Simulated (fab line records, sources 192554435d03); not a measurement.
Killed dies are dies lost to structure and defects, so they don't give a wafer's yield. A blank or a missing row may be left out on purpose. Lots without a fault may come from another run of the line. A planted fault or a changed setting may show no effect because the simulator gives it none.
Chamber matching | flow n5_finfet | N5_SPACER0_ALD_08 on ald_sin-02: 4 sister chambers
The step deposits SiNx, target thk 2 nm. 18 wafers are shown with their chamber, then 9 later ones without.

WAFERS WITH THEIR CHAMBER
wafer  | chamber | heater_power_w (W)
L074.2 | 2       | 851
L074.3 | 1       | 861
L074.4 | 0       | 855
L075.3 | 0       | 836
L075.5 | 3       | 895
L075.6 | 2       | 845
L076.2 | 1       | 847
L076.5 | 0       | 829
L076.6 | 1       | 843
L077.2 | 2       | 847
L077.5 | 2       | 878
L077.6 | 1       | 860
L080.1 | 1       | 843
L080.4 | 3       | 947
L080.5 | 0       | 823
L091.1 | 0       | 812
L091.3 | 3       | 914
L091.4 | 2       | 856

SIGNATURES (means of the wafers above)
reading        | chamber 0 | chamber 1 | chamber 2 | chamber 3 | scatter within a chamber
heater_power_w | 831.00    | 850.80    | 855.40    | 918.67    | 15.7
Rule: a wafer's distance from a chamber is the root of the sum, over the readings, of the square of ((its reading less the chamber's mean) divided by the reading's scatter). The wafer belongs to the nearest chamber; if the next one is less than 2 further off, it can't be placed. The scatter: the root of (the sum of the squares of (reading less its chamber's mean) over the shown wafers, divided by (wafers less chambers)).

WAFERS WITHOUT THEIR CHAMBER
wafer  | heater_power_w (W)
L094.2 | 872
L094.3 | 807
L094.5 | 950
L095.1 | 917
L095.2 | 850
L095.4 | 812
L096.2 | 824
L096.3 | 868
L096.4 | 852

WHICH CHAMBER EACH WENT THROUGH
wafer  | from the rows above               | in truth
L094.2 | can't be placed: 2 or 1 or 0 or 3 | 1
L094.3 | can't be placed: 0 or 1 or 2      | 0
L094.5 | 3                                 | 3
L095.1 | 3                                 | 3
L095.2 | can't be placed: 1 or 2 or 0      | 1
L095.4 | can't be placed: 0 or 1 or 2      | 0
L096.2 | can't be placed: 0 or 1 or 2      | 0
L096.3 | can't be placed: 2 or 1 or 0      | 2
L096.4 | can't be placed: 1 or 2 or 0      | 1
Placed correctly: 2 of 9. Can't be placed from these rows: 7 (the true chamber is among the candidates in 7). Placed wrongly: 0.
